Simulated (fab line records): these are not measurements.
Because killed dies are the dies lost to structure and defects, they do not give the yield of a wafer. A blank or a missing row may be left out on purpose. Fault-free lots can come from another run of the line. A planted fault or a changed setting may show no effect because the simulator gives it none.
Lot-split experiment	flow n5_finfet	route with 1938 steps; 7 lots, 21 wafers read

## ON THE SPLIT
At N5_BEOL_M10_ETCH_41 (etches SiCN in CH3F/O2, target depth 42.6 nm, time 86 s), the setting source_w was moved away from the recipe's 395 W on 6 of the 21 wafers read, by -15.6% to +9.1%. For the rest of the wafers, this setting stayed at what the recipe calls for.

The reading is taken at the split's own step.

## THE READING
rf_vpp_V, in V, at N5_BEOL_M10_ETCH_41 (etches SiCN in CH3F/O2, target depth 42.6 nm, time 86 s). Fault-free wafers of this fab line usually give 297.5 V, standard deviation 1.8 V.

wafer	tool, chamber at the split	source_w as run, W	against the recipe	rf_vpp_V, V	against lot-mates on the recipe
L076.2	rie_diel-01, 1	395	recipe	299.6	-
L076.4	rie_diel-01, 2	395	recipe	299.3	-
L076.6	rie_diel-01, 3	431	+9.1%	288.5	-11.0
L075.1	rie_diel-01, 3	375.4	-5.0%	303.5	+2.5
L075.3	rie_diel-01, 2	395	recipe	301.0	-
L075.6	rie_diel-01, 3	375.4	-5.0%	301.0	+0.0
L084.2	rie_diel-01, 1	395	recipe	298.1	-
L084.5	rie_diel-01, 0	395	recipe	297.2	-
L084.6	rie_diel-01, 1	395	recipe	298.8	-
L085.2	rie_diel-03, 2	339.9	-13.9%	311.1	+11.8
L085.4	rie_diel-03, 0	395	recipe	299.3	-
L085.6	rie_diel-03, 2	339.9	-13.9%	311.3	+12.0
L089.3	rie_diel-01, 3	395	recipe	294.3	-
L089.5	rie_diel-01, 2	395	recipe	299.6	-
L089.6	rie_diel-01, 0	395	recipe	298.1	-
L091.2	rie_diel-03, 2	333.2	-15.6%	313.6	+16.8
L091.4	rie_diel-03, 1	395	recipe	296.5	-
L091.6	rie_diel-03, 1	395	recipe	297.2	-
L097.1	rie_diel-03, 1	395	recipe	295.5	-
L097.3	rie_diel-03, 3	395	recipe	293.7	-
L097.5	rie_diel-03, 0	395	recipe	299.5	-

FIT RESULTS
A straight line over all 21 wafers: rf_vpp_V changes by -0.98 V for each +1% of source_w; r = -0.95; the points scatter about the line by 1.9 V.
The same after taking each lot's own level away (the mean of its wafers on the recipe; 21 wafers): -0.949 V for each +1%; r = -0.95; scatter 1.9 V.
The reading moves by 15 V for the largest change in source_w, on that fit.
Across the lots, their own levels run from 296.23 to 301.00 V, a range of 2.6 times the standard deviation given above.
The two slopes agree, so the slope changes little with the lot-to-lot level.
Check: for one of the wafers moved furthest among these (-15.6%), held out of the fit, the line's prediction against its lot-mates is +13.3 V. It came out at +16.8 V against them.
Tool readings at the split's step, against how far the setting was moved: rf_vpp_V r = -0.95.

## FURTHER SPLITS ON THESE WAFERS
These wafers also went through other splits before the reading. Each is held against what the fit with the lots' levels taken away leaves over:
other split on the same wafers	wafers away from the commonest value	r with rf_vpp_V (lot level and that fit taken away)
N5_BEOL_M4_EXPOSE_25 dose_mj	8	+0.42
N5_BEOL_M7_ETCH_66 bias_w	8	+0.30
N5_BEOL_M8_ETCH_62 bias_w	3	+0.23
N5_BEOL_M9_EXPOSE_25 dose_mj	6	+0.19
N5_BEOL_M9_ETCH_66 bias_w	4	+0.08
N5_BEOL_M10_ETCH_62 time_s	8	+0.27
N5_BEOL_M10_VIA_ETCH_34 source_w	5	+0.30

## FILE'S OWN FIT
rf_vpp_V changes by -0.976 V for each +1% of source_w, r = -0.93.
